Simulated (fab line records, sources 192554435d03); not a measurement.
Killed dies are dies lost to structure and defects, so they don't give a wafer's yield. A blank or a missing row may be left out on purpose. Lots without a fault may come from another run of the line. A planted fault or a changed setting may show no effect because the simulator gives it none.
One fault seen from 2 desks | flow n5_finfet | each desk has only its own numbers; what lay behind them comes last

THE METROLOGY DESK
What the gauges read, lot by lot, whatever tool the lot ran on: means of the sampled wafers that have a number. A lot is out of limits, marked OUT, if its mean lies more than 4 standard deviations from the usual mean; the brackets give that distance. Of its 37 readings 7 are shown: the one that was out of limits first, and those that lie furthest out on some lot.
Columns: A = trench_depth_nm at N5_BEOL_M7_OCD_MEAS_38, usual 93.6 nm; B = M7_THK at N5_BEOL_M7_THK_MEAS_53, usual 80.5 nm; C = M7_RS at N5_BEOL_M7_RS_MEAS_57, usual 0.287 ohm/sq; D = COMB_M6 at N5_BEOL_M15_RC_MEAS_101, usual 2.4e-11 S/m; E = COMB_M8 at N5_BEOL_M15_RC_MEAS_101, usual 2.5e-11 S/m; F = SERP_M7 at N5_BEOL_M15_RC_MEAS_101, usual 13.7 ohm/um; G = SERP_M7_max_site at N5_BEOL_M15_RC_MEAS_101, usual 14.4 ohm/um
lot  | first seen here | A               | B               | C                | D       | E       | F              | G
L259 | day 10 17:58    | 94.9            | 80.7            | 0.286            | 2.5e-11 | 3.0e-11 | 13.7           | 14.2
L264 | day 12 04:43    | 115.6 (+10) OUT | 105.4 (+10) OUT | 0.230 (-5.9) OUT | 2.3e-11 | 3.0e-11 | 11.9           | 12.8
L267 | day 13 02:37    | 145.6 (+25) OUT | 134.1 (+22) OUT | 0.161 (-13) OUT  | 3.4e-11 | 2.2e-11 | 7.4 (-9.8) OUT | 8.0 (-8.8) OUT
L273 | day 15 04:20    | 93.9            | 81.0            | 0.284            | 2.4e-11 | 3.4e-11 | 14.2           | 15.4
This desk's finding: out of limits on L264, L267; first on L264, day 13 04:28 (trench_depth_nm at N5_BEOL_M7_OCD_MEAS_38). In limits: L259, L273.

THE TOOL OWNER'S DESK: rie_diel-01
The tool's own readings at N5_BEOL_M7_TRENCH_ETCH_37 (etches SiCOH lowk in C4F6/O2, target depth 93.478 nm, time 31.2 s): means of the sampled wafers that have a number, for each lot that ran on this tool. A lot is out of limits, marked OUT, if its mean lies more than 4 standard deviations from the usual mean; the brackets give that distance.
Columns: A = drypump_motor_current_A at N5_BEOL_M7_TRENCH_ETCH_37, usual 5.4 A; B = mfc_ar_sccm at N5_BEOL_M7_TRENCH_ETCH_37, usual 300.1 sccm; C = oes_product_au at N5_BEOL_M7_TRENCH_ETCH_37, usual 0.81 a.u.; D = rf_vpp_V at N5_BEOL_M7_TRENCH_ETCH_37, usual 669 V; E = showerhead_plenum_p_Torr at N5_BEOL_M7_TRENCH_ETCH_37, usual 2.84 Torr; F = throttle_valve_pct at N5_BEOL_M7_TRENCH_ETCH_37, usual 20.94 %
lot  | first seen here | A   | B     | C               | D   | E    | F
L259 | day 12 00:23    | 5.2 | 300.2 | 0.85            | 686 | 2.90 | 20.96
L264 | day 13 04:18    | 5.5 | 300.1 | 1.00            | 681 | 2.88 | 20.72
L267 | day 14 05:46    | 5.5 | 300.1 | 1.15 (+4.2) OUT | 701 | 2.74 | 20.76
This desk's finding: out of limits on L267; first on L267, day 14 05:46 (oes_product_au at N5_BEOL_M7_TRENCH_ETCH_37). In limits: L259, L264.

PUT TOGETHER
The metrology desk could have raised an alarm at day 13 04:28, on L264, L267.
The tool owner's desk could have raised an alarm at day 14 05:46, on L267.
The tool owner's desk has L264 on record, within its limits.
Of the lots named, all ran N5_BEOL_M7_TRENCH_ETCH_37 on rie_diel-01.

WHAT THE SIMULATOR HAD PUT IN
Process parameter drift: rie_diel-01, from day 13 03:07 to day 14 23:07, at N5_BEOL_M7_TRENCH_ETCH_37. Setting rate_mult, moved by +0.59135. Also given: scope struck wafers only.
Lots struck among those shown: L264, L267.
Hours from the fault's start to each desk's first reading out of limits: the metrology desk, 1; the tool owner's desk, 27.
